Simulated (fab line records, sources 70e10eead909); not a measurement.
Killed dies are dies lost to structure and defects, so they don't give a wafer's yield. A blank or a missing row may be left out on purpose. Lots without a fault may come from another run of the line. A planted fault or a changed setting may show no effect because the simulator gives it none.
Chamber matching | flow nand_harc | NHARC_A_CHANNEL_FILL_D2_ALD_02 on ald_hk-03: 4 sister chambers
The step deposits SiO2, target thk 6 nm, pulse time 10 s, ald cycles 60. 8 wafers are shown with their chamber, then 9 later ones without.

WAFERS WITH THEIR CHAMBER
wafer  | chamber | heater_power_w (W) | precursor_pulse_height_rel
L075.2 | 1       | 414                | 0.954
L076.3 | 1       | 424                | 1.032
L076.5 | 0       | 494                | 0.965
L079.4 | 0       | 496                | 0.978
L080.2 | 2       | 473                | 0.975
L092.4 | 3       | 485                | 0.990
L092.5 | 3       | 494                | 0.990
L092.6 | 2       | 480                | 1.011

WAFERS WITHOUT THEIR CHAMBER
wafer  | heater_power_w (W) | precursor_pulse_height_rel
L095.1 | 479                | 1.010
L095.2 | 499                | 0.994
L095.4 | 507                | 0.986
L097.2 | 488                | 0.996
L097.5 | 497                | 1.003
L097.6 | 416                | 1.022
L096.2 | 425                | 1.013
L096.4 | 501                | 0.984
L096.6 | 493                | 1.029

WHICH CHAMBER EACH WENT THROUGH
wafer  | from the rows above          | in truth
L095.1 | can't be placed: 2 or 3      | 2
L095.2 | can't be placed: 0 or 3      | 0
L095.4 | can't be placed: 0 or 3      | 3
L097.2 | can't be placed: 3 or 0 or 2 | 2
L097.5 | can't be placed: 0 or 3      | 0
L097.6 | 1                            | 1
L096.2 | 1                            | 1
L096.4 | can't be placed: 0 or 3      | 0
L096.6 | can't be placed: 3 or 0 or 2 | 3
Placed correctly: 2 of 9. Can't be placed from these rows: 7 (the true chamber is among the candidates in 7). Placed wrongly: 0.
How it was worked out, from the rows above alone: a wafer's distance from a chamber is the root of the sum, over the readings, of the square of ((its reading less the chamber's mean) divided by the reading's scatter). The wafer belongs to the nearest chamber; if the next one is less than 2 further off, it can't be placed. A chamber's mean is the mean of its shown wafers. The scatter: the root of (the sum of the squares of (reading less its chamber's mean) over the shown wafers, divided by (wafers less chambers)).
